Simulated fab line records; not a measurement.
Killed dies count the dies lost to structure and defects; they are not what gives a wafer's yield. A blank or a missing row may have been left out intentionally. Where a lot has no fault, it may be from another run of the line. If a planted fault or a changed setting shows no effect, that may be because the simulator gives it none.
One fault through the eyes of 2 desks -- flow nandHarc -- each desk holds nothing but its own numbers, with what lay behind them at the end

DESK OF THE TOOL OWNER: rieDiel-13
The tool's own readings at NHARC_A_CHANNEL_HOLE_D2_ETCH_39 (etches the open film in N2/H2, target depth 260 nm, time 325 s): means of the sampled wafers that have a number, for each lot that ran on this tool. Any lot whose mean is over 4 standard deviations away from the usual mean is out of limits and marked OUT; that distance is given in the brackets.
Columns: A = drypumpMotorCurrentA at NHARC_A_CHANNEL_HOLE_D2_ETCH_39, usual 5.7 A; B = oesProductAu at NHARC_A_CHANNEL_HOLE_D2_ETCH_39, usual 1.001 a.u.; C = rfFwdPowerW at NHARC_A_CHANNEL_HOLE_D2_ETCH_39, usual 399.0 W; D = rfVppV at NHARC_A_CHANNEL_HOLE_D2_ETCH_39, usual 431.2 V; E = showerheadPlenumPTorr at NHARC_A_CHANNEL_HOLE_D2_ETCH_39, usual 2.06 Torr; F = throttleValvePct at NHARC_A_CHANNEL_HOLE_D2_ETCH_39, usual 14.172 %
lot,first seen here,A,B,C,D,E,F
L360,day 13 13:59,5.6,0.983,399.2,431.6,2.08,14.167
L362,day 14 08:14,5.5,0.990,398.2,430.8,2.05,14.169
L366,day 16 17:05,5.7,1.010,399.5,431.1,2.07,14.178
L372,day 19 07:30,5.6,1.006,399.0,431.7,2.08,14.170
L374,day 19 09:49,5.7,1.001,398.8,432.2,2.07,14.172
L381,day 23 01:41,5.6,0.999,399.7,434.2,2.15,14.167
Result from this desk: across the 6 lots, nothing is out of limits.

THE DEFECT DESK
Inspection counts along the route, by lot: the mean over sampled wafers that carry a number. Any lot whose mean is over 4 standard deviations away from the usual mean is out of limits and marked OUT; that distance is given in the brackets.
Columns: A = rawDefectCount at NHARC_A_CHANNEL_HOLE_D2_INSPECT_40, usual 261
lot,first seen here,A
L360,day 13 20:41,288
L362,day 14 14:57,197
L361,day 14 19:07,353
L364,day 16 05:00,260
L366,day 17 03:34,238
L372,day 19 14:20,1193 (+12) OUT
L374,day 19 18:21,936 (+8.3) OUT
L377,day 21 11:45,200
L380,day 22 07:50,313
L381,day 23 08:24,207
This desk finds L372, L374 out of limits, L372 being first, at day 19 14:20 (rawDefectCount at NHARC_A_CHANNEL_HOLE_D2_INSPECT_40). L360, L362, L361, L364, L366, L377, L380, L381 stayed within limits.

TAKEN TOGETHER
The defect desk could have raised an alarm at day 19 14:20, on L372, L374.
The tool owner's desk saw nothing out of limits.
The tool owner's desk has L372, L374 on record, within its limits.
On rieDiel-13, each named lot ran NHARC_A_CHANNEL_HOLE_D2_ETCH_39.

WHAT THE SIMULATOR PUT IN
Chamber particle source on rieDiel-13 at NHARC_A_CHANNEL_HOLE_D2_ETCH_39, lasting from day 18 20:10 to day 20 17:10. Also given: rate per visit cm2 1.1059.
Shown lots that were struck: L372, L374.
Hours from the fault's start to each desk's first reading out of limits: the defect desk, 18.
